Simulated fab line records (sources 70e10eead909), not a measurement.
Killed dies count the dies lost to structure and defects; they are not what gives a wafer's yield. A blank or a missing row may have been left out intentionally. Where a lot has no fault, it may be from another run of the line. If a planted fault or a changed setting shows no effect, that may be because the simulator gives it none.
Matching of chambers + flow nand harc + 4 sister chambers for NHARC_A_STAIRCASE_DESCUM_312 on rie diel-06
The step chemistry O2, time 3 s. 8 wafers are shown with their chamber, then 12 later ones without.

== WAFERS WITH THEIR CHAMBER ==
| wafer  | chamber | drypump motor current A (A) | oes product au (a.u.) |
|--------|---------|-----------------------------|-----------------------|
| L074.1 | 2       | 6.3                         | 0.982                 |
| L079.1 | 2       | 6.2                         | 0.978                 |
| L087.3 | 1       | 5.6                         | 0.998                 |
| L087.5 | 3       | 5.3                         | 0.999                 |
| L087.6 | 0       | 5.3                         | 1.007                 |
| L090.2 | 0       | 5.2                         | 1.010                 |
| L090.3 | 3       | 5.3                         | 0.996                 |
| L090.6 | 1       | 5.6                         | 0.991                 |

== WAFERS WHOSE CHAMBER IS MISSING ==
| wafer  | drypump motor current A (A) | oes product au (a.u.) |
|--------|-----------------------------|-----------------------|
| L091.3 | 5.6                         | 0.988                 |
| L091.4 | 5.3                         | 0.994                 |
| L091.5 | 5.2                         | 1.006                 |
| L092.1 | 5.3                         | 1.026                 |
| L092.2 | 5.3                         | 0.991                 |
| L092.5 | 6.3                         | 0.982                 |
| L094.1 | 5.6                         | 1.000                 |
| L094.2 | 5.3                         | 0.996                 |
| L094.5 | 5.3                         | 1.002                 |
| L096.2 | 6.3                         | 0.989                 |
| L096.3 | 5.3                         | 0.998                 |
| L096.4 | 5.6                         | 0.986                 |

== THE CHAMBER EACH PASSED THROUGH ==
| wafer  | from the rows above     | in truth |
|--------|-------------------------|----------|
| L091.3 | 1                       | 1        |
| L091.4 | 3                       | 3        |
| L091.5 | 0                       | 0        |
| L092.1 | 0                       | 0        |
| L092.2 | 3                       | 3        |
| L092.5 | 2                       | 2        |
| L094.1 | 1                       | 1        |
| L094.2 | 3                       | 3        |
| L094.5 | can't be placed: 3 or 0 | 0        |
| L096.2 | 2                       | 2        |
| L096.3 | 3                       | 3        |
| L096.4 | 1                       | 1        |
Correct placement for 11 of the 12. Not placeable from these rows: 1 (in 1, the candidates include the true chamber). Wrongly placed: 0.
How it was worked out, from the rows above alone: a wafer's distance from a chamber is the root of the sum, over the readings, of the square of ((its reading less the chamber's mean) divided by the reading's scatter). If the next closest chamber is less than 2 further off than the closest, the wafer can't be placed; otherwise it belongs to the closest. A chamber's mean is the mean of its shown wafers. The scatter: take each reading less its chamber's mean, square it, sum over the shown wafers, divide by the number of wafers less the number of chambers, and take the root.
